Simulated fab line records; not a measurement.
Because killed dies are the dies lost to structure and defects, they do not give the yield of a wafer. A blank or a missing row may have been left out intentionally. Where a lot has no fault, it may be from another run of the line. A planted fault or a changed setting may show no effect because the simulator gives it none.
fab line records ; flow n5Finfet
record: lots: 3; wafers: 9; lastDay: 18
route steps=1938 shown BEOL_M4@1099 BEOL_M5@1112 PASSIVATION@1936
lots that met no fault: taken from a fault-free run of the same line
startH: start of the lot's first displayed wafer, in hours after the record's first day ; waitH: hours elapsed since this lot's preceding step ; " unchanged from the row above ; L1.1+2: a single row standing in for several wafers ; - either no value or no given start ; * or withheld: withheld ; < > ~ a bound
route shown NAME@n: names a module that has steps shown in the file, with the first one's number in the route ; usual: average and standard deviation across the fault-free wafers ; same: alike in all rows ; chamber/n: place in a boat ; sites: readings site by site ; _std_site: how widely they spread, as a standard deviation ; _edge_site: outer sites' mean less inner sites' ; radiusMm: how far each site lies from the wafer's centre ; mask NAME#n: copy n ; behind: the last tool/chamber to shape the wafer ; hold: cause of the lot's hold/its duration in hours/its outcome ; device: the transistor (n, p or np) that didn't switch ; end of line: the same wafers' tests at the end of the route ; a step given without rows: its recipe and nothing more ; killed: dies lost to structure and defects at the first sort, not the wafer's yield ; map: a wafer's dies, x killed, . not, _ none there
set.NAME: the setting as run; set.NAME@STEP: as run at that earlier step ; model.NAME: the simulator's own value behind a step, which no gauge read
lots at selected steps of the route; one table per step, one row per wafer
services: from which hour (startH, from the record's first day; less than 0 if before it) a tool's chamber was out of use, for how many hours, and why
== steps ==
step: N5_BEOL_M4_ANNEAL_95
recipe: tempC: 400; timeS: 240; ambient: vacuum
step: N5_BEOL_M4_SPUTTER_96
recipe: material: Cu; targetThkA: 45; tempC: -20; chamberPressurePa: 0.07; powerW: withheld; timeS: 8.29
step: N5_BEOL_M4_ECD_50
recipe: material: Cu; targetThkA: 3000
step: N5_BEOL_M4_ANNEAL_51
recipe: tempC: 225; timeS: 90; ambient: N2
step: N5_BEOL_M4_CMP_52
recipe: stopOn: SiOC; tOverpolishS: 6.8; downForcePsi: 1; platenRpm: 50; clearingPlatenDownForcePsi: 1.5; clearingPlatenRpm: 50; postCmpClean: cuAlkaline; targetThkNm: 40; clearingPlatenPadVelocityMS: 0.99484; padVelocityMS: 0.99484
step: N5_BEOL_M4_PRE_CLEAN_60
recipe: gas: NH3/H2; timeS: 15; tempC: *; rfPowerW: 300
step: N5_BEOL_M4_CO_CAP_55
recipe: material: Co; targetThkA: 20; tempC: 200; precursor: CCTBA/H2; pressureTorr: 30; timeS: 102.1
step: N5_BEOL_M4_PRE_CLEAN_56
recipe: gas: NH3; timeS: 15; tempC: withheld; rfPowerW: 300
step: N5_BEOL_M4_DEP_57
recipe: material: SiCN; targetThkA: 80; tempC: withheld; precursor: 3MS/NH3; pressureTorr: 3; rfW: 202; timeS: 14
step: N5_BEOL_M4_RC_MEAS_101
usual: DIBL_N: 37.1/1.8; DIBL_P: 37.2/2.1; IOFF_N: 0.17/0.033; IOFF_P: 0.22/0.037; ION_N: 680/11; ION_P: 464/7.7; SS_N: 71.7/0.63; SS_P: 73.6/0.67; VT_N: 248.9/2.9; VT_P: -251/3.6
lot.wafer;tool;chamber;startH;waitH;DIBL_N[mV/V];DIBL_P[mV/V];IOFF_N[nA/um];IOFF_P[nA/um];ION_N[uA/um];ION_P[uA/um];SS_N[mV/dec];SS_P[mV/dec];VT_N[mV];VT_P[mV]
L165.1;prober-02;0;274.65;0.0;40.2;40.4;0.21;0.23;690;460;71.8;73.6;246.8;-253
L165.4;prober-02;0;274.65;0.0;38.7;38.6;0.18;0.19;680;451;71.3;73.5;247.9;-253
L165.6;prober-02;0;274.65;0.0;38.9;38.6;0.17;0.19;682;465;71.5;73.8;249.3;-255
L171.3;prober-02;0;314.13;0.3;39.4;38.1;0.22;0.26;678;463;74.0;73.9;247.7;-247
L171.4;prober-02;0;314.13;0.3;38.0;37.7;0.18;0.25;673;465;71.8;73.8;247.5;-249
L171.6;prober-02;0;314.13;0.3;36.4;34.0;0.15;0.19;665;461;72.2;73.7;253.1;-253
L174.1;prober-02;0;325.62;0.0;34.8;33.9;0.14;0.20;671;460;71.2;72.7;249.8;-247
L174.3;prober-02;0;325.62;0.0;37.9;36.6;0.20;0.23;695;469;72.3;73.9;245.1;-246
L174.6;prober-02;0;325.62;0.0;36.0;35.7;0.17;0.22;675;466;71.3;72.6;247.3;-246
step: N5_BEOL_M5_ILD_DEP_00
recipe: material: SiCOH_lowk; targetThkA: 1406.4; tempC: 300; precursor: DEMS/porogen; pressureTorr: 5; rfW: 500; timeS: 25.9
usual: heaterPowerW: 316/48; showerheadPlenumPTorr: 5.741/0.016; throttleValvePct: 14.1/0.73
lot.wafer;tool;chamber;startH;waitH;heaterPowerW;showerheadPlenumPTorr;throttleValvePct;model.SiCOH_lowk_of_BEOL_M5_ILD_DEP_00.thkNm
L165.1;pecvd-01;2;275.62;0.8;278;5.738;13.9;140.8
L165.4;pecvd-01;2;275.62;0.8;292;5.733;13.8;143.2
L165.6;pecvd-01;1;275.62;0.8;347;5.718;14.2;143.2
L171.3;pecvd-01;1;314.78;0.5;356;5.715;14.3;140
L171.4;pecvd-01;2;314.78;0.5;279;5.740;13.9;141.2
L171.6;pecvd-01;0;314.78;0.5;377;5.770;14.1;225.6
L174.1;pecvd-02;0;326.59;0.8;311;5.751;13.5;137.8
L174.3;pecvd-02;2;326.59;0.8;193;5.748;13.4;136
L174.6;pecvd-02;1;326.59;0.8;344;5.744;14.1;141.8
step: N5_BEOL_M5_CURE_79
recipe: tempC: 385; timeS: 240; ambient: He/Ar; material: SiCOH_lowk
step: N5_BEOL_M5_THK_MEAS_01
recipe: reads: SiCOH_lowk_of_BEOL_M5_ILD_DEP_00
usual: M5_ILD_THK: 120.7/1.6
lot.wafer;tool;chamber;startH;waitH;M5_ILD_THK[nm]
L165.1;filmMetro-01;-;276.19;0.4;121.2
L165.4;filmMetro-01;-;276.19;0.4;123.3
L165.6;filmMetro-01;-;276.19;0.4;123.3
L171.3;filmMetro-01;-;315.36;0.3;120.5
L171.4;filmMetro-01;-;315.36;0.3;121.5
L171.6;filmMetro-01;-;315.36;0.3;195.0
L174.1;filmMetro-02;-;327.16;0.4;118.5
L174.3;filmMetro-02;-;327.16;0.4;116.9
L174.6;filmMetro-02;-;327.16;0.4;121.9
step: N5_BEOL_M5_PECVD_70
recipe: material: SiO2; targetThkA: 160; tempC: 400; precursor: TEOS/O2; pressureTorr: 5.5; rfW: 450; teosFlowSccm: 53.8; gas: O2; flowSccm: 3000; timeS: 18
step: N5_BEOL_M5_HM_DEP_02
recipe: material: TiN; targetThkA: 200; tempC: 25; chamberPressurePa: 0.49996
step: N5_BEOL_M5_COAT_59
recipe: resist: SOC; tempC: 250; timeS: 60; spinRpm: 1500; resistThkNm: 60
step: N5_BEOL_M5_COAT_60
recipe: resist: SiARC; tempC: 220; timeS: 60; spinRpm: 1500; resistThkNm: 12
step: N5_BEOL_M5_COAT_71
recipe: resist: underlayer; tempC: 205; timeS: 60; spinRpm: 1500; resistThkNm: 5
step: N5_BEOL_M5_COAT_05
recipe: resist: CAR-EUV; spinRpm: 1500; resistThkNm: 30
step: N5_BEOL_M5_EBR_07
recipe: solvent: PGMEA; ebrWidthMm: 1.5
step: N5_BEOL_M5_SOFTBAKE_06
recipe: tempC: 110; timeS: 60; resist: CAR-EUV
step: N5_BEOL_M5_EXPOSE_08
recipe: maskId: M5; na: 0.33; sourceShape: annular; sigmaInner: 0.4; sigmaOuter: 0.8; polarization: unpolarized; targetCdNm: 28; doseMj: 35.75
step: N5_BEOL_M5_PEB_09
recipe: pebTempC: 100; pebTimeS: 60; resist: CAR-EUV
step: N5_BEOL_M5_DEVELOP_10
recipe: developTimeS: 30; developer: TMAH; resist: CAR-EUV; rinseLiquid: surfactantRinse; dry: airSpin; devTempC: 23
step: N5_BEOL_M5_DESCUM_16
recipe: chemistry: O2; timeS: 7; sourcePowerW: 50; biasPowerW: 20; pressureMtorr: 20; rfFrequencyHz: 2.712e+07; tempC: 40; resist: CAR-EUV; o2FlowSccm: 225
step: N5_BEOL_M5_ETCH_72
recipe: chemistry: N2/H2; target: underlayer; targetDepthA: 65; maskMaterial: CAR-EUV; timeS: 5.2; ionEnergyEv: 200; pressureMtorr: 30; sourceW: 840; biasW: 150; n2FlowSccm: 200; h2FlowSccm: 200; ends: cleared
step: N5_BEOL_M5_ETCH_61
recipe: chemistry: CF4; target: SiARC; targetDepthA: 156; maskMaterial: CAR-EUV; timeS: 26; ionEnergyEv: 80; pressureMtorr: 40; sourceW: 545; biasW: 36; Ar_flow_sccm: 100; cf4FlowSccm: 100; ends: cleared
step: N5_BEOL_M5_ETCH_62
recipe: chemistry: N2/H2; target: SOC; targetDepthA: 750; overetchA: 150; maskMaterial: SiARC; tempC: 40; timeS: 112.5; ionEnergyEv: 200; pressureMtorr: 30; sourceW: 840; biasW: 150; n2FlowSccm: 200; h2FlowSccm: 200
step: N5_BEOL_M5_STRIP_63
recipe: chemistry: N2/H2; tempC: 40; n2FlowSccm: 200; h2FlowSccm: 200; rfFrequencyHz: 6e+07
step: N5_BEOL_M5_STRIP_73
recipe: chemistry: N2/H2; tempC: 40; n2FlowSccm: 200; h2FlowSccm: 200; rfFrequencyHz: 6e+07
step: N5_BEOL_M5_STRIP_64
recipe: chemistry: CF4; resist: SiARC; powerW: 300; biasPowerW: 75; pressureMtorr: 50; cf4FlowSccm: 150; rfFrequencyHz: 6e+07
step: N5_BEOL_M5_HM_OPEN_17
recipe: chemistry: Cl2/BCl3; targetDepthA: 200; overetchA: 60; target: TiN; maskMaterial: SOC; ionEnergyEv: 150; pressureMtorr: 10; icpW: 1000; biasW: 126; Cl2_flow_sccm: 53.25; bcl3FlowSccm: 21.75; Ar_flow_sccm: 25
step: N5_BEOL_M5_STRIP_19
recipe: chemistry: O2; powerW: 400; tempC: 40; pressureMtorr: 30; rfFrequencyHz: 6e+07; biasPowerW: 0; overashFraction: 0.2; o2FlowSccm: 225
step: N5_BEOL_M5_COAT_65
recipe: resist: SOC; tempC: 250; timeS: 60; spinRpm: 1500; resistThkNm: 60
step: N5_BEOL_M5_COAT_66
recipe: resist: SiARC; tempC: 220; timeS: 60; spinRpm: 1500; resistThkNm: 12
step: N5_BEOL_M5_CMP_52
recipe: stopOn: SiCOH_lowk; tOverpolishS: 6.9; downForcePsi: 1; platenRpm: 50; clearingPlatenDownForcePsi: 1.5; clearingPlatenRpm: 50; postCmpClean: cuAlkaline; targetThkNm: 62; clearingPlatenPadVelocityMS: 0.99484; padVelocityMS: 0.99484
usual: motorCurrentA: 6.0/0.36; platenRpm: 50.00/0.033
lot.wafer;tool;chamber;startH;waitH;motorCurrentA;platenRpm;model.SiCOH_lowk_of_BEOL_M5_ILD_DEP_00.thkNm
L165.1;cmp-01;3;289.62;0.3;6.9;50.03;118.2
L165.4;cmp-01;1;289.62;0.3;5.8;50.00;120.2
L165.6;cmp-01;3;289.62;0.3;6.6;50.05;120.2
L171.4;cmp-03;1;327.90;0.1;6.4;50.00;118.4
L171.3;cmp-03;2;327.90;0.1;6.1;50.01;117.4
L171.6;cmp-03;1;327.90;0.1;6.2;50.04;192
L174.3;cmp-01;3;336.54;0.2;6.6;49.98;114
L174.1;cmp-01;0;336.54;0.2;6.6;50.01;115.6
L174.6;cmp-01;2;336.54;0.2;5.6;50.02;119
step: N5_PASSIVATION_PROBE_49
usual: defectLimitedYield: 91.7/1.5; killed_at_M0_to_M3: 32/10; killed_at_M4_up: 14/5.3; killedAtContacts: 13/5.7; killedAtFrontEnd: 37/10; killedAtOther: 3.3/2.5; killedDies: 98/18; killedOnRim: 13/3.6; killedOpen: 65/13; killedShort: 31/7.5; sort_bin_5_function: 4.9/0.91; sort_bin_6_memory: 3.1/0.71; sortNPass: 1082/18; sortYieldPct: 91.7/1.5
same: grossDies: 1180; killedAtBackSide: 0; sort_bin_4_leakage[%]: 0; sort_bin_8_speed[%]: 0
lot.wafer;tool;chamber;startH;waitH;defectLimitedYield[%];killed_at_M0_to_M3;killed_at_M4_up;killedAtContacts;killedAtFrontEnd;killedAtOther;killedDies;killedOnRim;killedOpen;killedShort;sort_bin_5_function[%];sort_bin_6_memory[%];sortNPass;sortYieldPct[%]
L171.3;prober-02;-;428.87;0.2;93.9;28;10;8;24;2;72;12;52;20;3.7;2.2;1108;93.9
L171.4;prober-02;-;428.92;0.3;93.0;37;8;4;31;3;83;16;53;27;3.9;2.9;1097;93.0
L171.6;prober-02;-;429.02;0.4;0;30;1106;7;35;2;1180;152;62;23;96.9;3.0;0;0
killed by level:class
L171.3 BEOL_M2:geometricParticle:open=15 MOL_CONTACT_COAG:geometricParticle:open=6 STI_FIN_REVEAL:geometricParticle:open=4 BEOL_M0_SAQP:geometricParticle:short=4 BEOL_M0:geometricParticle:open=4 STARTING-WAFER:geometricParticle:open=4 STARTING-WAFER:geometricParticle:short=4 BEOL_M8:geometricParticle:open=3
L171.4 BEOL_M0_SAQP:geometricParticle:open=9 BEOL_M1:geometricParticle:open=7 DUMMY_GATE:geometricParticle:open=6 GATE_CUT:geometricParticle:short=6 BEOL_M0_SAQP:geometricParticle:short=6 BEOL_M2:geometricParticle:open=5 MOL_CONTACT_COAG:geometricParticle:open=4 BEOL_M3:geometricParticle:open=4
L171.6 BEOL_M5:areaEtch=1095 BEOL_M2:geometricParticle:open=10 DUMMY_GATE:geometricParticle:open=9 FIN_SAQP:geometricParticle:open=6 BEOL_M0_SAQP:geometricParticle:short=6 GATE_CUT:geometricParticle:short=5 BEOL_M0:geometricParticle:open=5 BEOL_M4:geometricParticle:open=5
map L171.6 (x killed, . not)
_________________xxxxxxxxxxxx________________
______________xxxxxxxxxxxxxxxxxx_____________
___________xxxxxxxxxxxxxxxxxxxxxxxx__________
__________xxxxxxxxxxxxxxxxxxxxxxxxxx_________
________xxxxxxxxxxxxxxxxxxxxxxxxxxxxxx_______
_______xxxxxxxxxxxxxxxxxxxxxxxxxxxxxxxx______
______xxxxxxxxxxxxxxxxxxxxxxxxxxxxxxxxxx_____
_____xxxxxxxxxxxxxxxxxxxxxxxxxxxxxxxxxxxx____
____xxxxxxxxxxxxxxxxxxxxxxxxxxxxxxxxxxxxxx___
___xxxxxxxxxxxxxxxxxxxxxxxxxxxxxxxxxxxxxxxx__
___xxxxxxxxxxxxxxxxxxxxxxxxxxxxxxxxxxxxxxxx__
__xxxxxxxxxxxxxxxxxxxxxxxxxxxxxxxxxxxxxxxxxx_
__xxxxxxxxxxxxxxxxxxxxxxxxxxxxxxxxxxxxxxxxxx_
_xxxxxxxxxxxxxxxxxxxxxxxxxxxxxxxxxxxxxxxxxxxx
_xxxxxxxxxxxxxxxxxxxxxxxxxxxxxxxxxxxxxxxxxxxx
_xxxxxxxxxxxxxxxxxxxxxxxxxxxxxxxxxxxxxxxxxxxx
_xxxxxxxxxxxxxxxxxxxxxxxxxxxxxxxxxxxxxxxxxxxx
_xxxxxxxxxxxxxxxxxxxxxxxxxxxxxxxxxxxxxxxxxxxx
_xxxxxxxxxxxxxxxxxxxxxxxxxxxxxxxxxxxxxxxxxxxx
_xxxxxxxxxxxxxxxxxxxxxxxxxxxxxxxxxxxxxxxxxxxx
_xxxxxxxxxxxxxxxxxxxxxxxxxxxxxxxxxxxxxxxxxxxx
__xxxxxxxxxxxxxxxxxxxxxxxxxxxxxxxxxxxxxxxxxx_
__xxxxxxxxxxxxxxxxxxxxxxxxxxxxxxxxxxxxxxxxxx_
___xxxxxxxxxxxxxxxxxxxxxxxxxxxxxxxxxxxxxxxx__
___xxxxxxxxxxxxxxxxxxxxxxxxxxxxxxxxxxxxxxxx__
____xxxxxxxxxxxxxxxxxxxxxxxxxxxxxxxxxxxxxx___
_____xxxxxxxxxxxxxxxxxxxxxxxxxxxxxxxxxxxx____
______xxxxxxxxxxxxxxxxxxxxxxxxxxxxxxxxxx_____
_______xxxxxxxxxxxxxxxxxxxxxxxxxxxxxxxx______
________xxxxxxxxxxxxxxxxxxxxxxxxxxxxxx_______
__________xxxxxxxxxxxxxxxxxxxxxxxxxx_________
___________xxxxxxxxxxxxxxxxxxxxxxxx__________
______________xxxxxxxxxxxxxxxxxx_____________
_________________xxxxxxxxxxxx________________
map L165.6 (x killed, . not)
_________________...x......x.________________
______________.................._____________
___________....x...........x.......__________
__________.x....x...x.........x..x.._________
________xx..........x.....x.....x....._______
_______...x..........xx.....x......x.x.______
______....x......................x..x..._____
_____.x........x............x.....x......____
____.......x......x..x..x..x..x.....x.....___
___..........x..................xx.........__
___x....x....x.....................x.......__
__..............x......x.....x........x.x..._
__..........x...x..............x............_
_.............................xx..x.x..x.....
_.......x.........x.........x..x..........x..
_.....x..........x.......................x...
_........x........................x.......x..
_........x.x.......x...x.....................
_....x........x............x.............x...
_...........x......x....x.........x..........
_.....x...........................x....x.....
__.......x.x................x..............x_
__.............x...x...x......x.......x.x..._
___..x.........x............x..............__
___........x..............x..x...x.........__
____.....x.x..x..............x..........x.___
_____..x.....x....x............x.........____
______x...x............x................_____
_______.........x......x........x......______
________x.................x......x.x.._______
__________..xx...........x.........._________
___________....x....xx.........x...__________
______________.........x...x...._____________
_________________............________________
== services ==
tool;chamber;startH;hours;kind
pecvd-01;2;254.64;5.5;scheduledDown
cmp-01;-;256.89;4.0;pm
pecvd-02;-;260.45;0.9;repair
cmp-01;-;260.89;-;consumableReplace:conditioner
cmp-01;-;260.89;-;consumableReplace:pad
cmp-01;-;264.15;4.2;pm
pecvd-01;-;276.86;5.5;pm
pecvd-02;0;289.71;5.5;scheduledDown
pecvd-02;1;295.17;5.0;scheduledDown
cmp-03;-;305.07;4.0;pm
cmp-03;-;309.07;-;consumableReplace:conditioner
cmp-03;-;309.07;-;consumableReplace:pad
pecvd-02;0;317.96;2.1;scheduledDown
pecvd-01;1;326.34;5.5;scheduledDown
cmp-03;-;329.00;0.5;repair
== key ==
firstSign: step: N5_BEOL_M5_THK_MEAS_01; reading: M5_ILD_THK; direction: up; sigmas: 45; usual: 120.7; struck: 195.0
effect: step: N5_PASSIVATION_PROBE_49; reading: killed_at_M4_up; direction: up; sigmas: 99+; usual: 14; struck: 1106
modelEffect: step: N5_BEOL_M5_ILD_DEP_00; value: SiCOH_lowk_of_BEOL_M5_ILD_DEP_00.thkNm; without: 142.2; struck: 225.6
modelEffect: step: N5_BEOL_M5_CMP_52; value: SiCOH_lowk_of_BEOL_M5_ILD_DEP_00.thkNm; without: 119.2; struck: 192
moreKillsBornAt: N5_BEOL_M5_ETCH_41@rieDiel-02: 1095
metAt N5_BEOL_M5_ILD_DEP_00
struckWafers L171.6
laterRowsLeftOut L171.6
fault: kind: processParameterDrift; tool: pecvd-01; chamber: 0; onsetH: 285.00; steps: N5_BEOL_M5_ILD_DEP_00; channel: timeS; offset: *; shape: step; actsIn: *; stated: *
laterRowsLeftOut: the simulator's readings of these wafers behind a module that went badly wrong aren't trusted and aren't shown, but for the sort
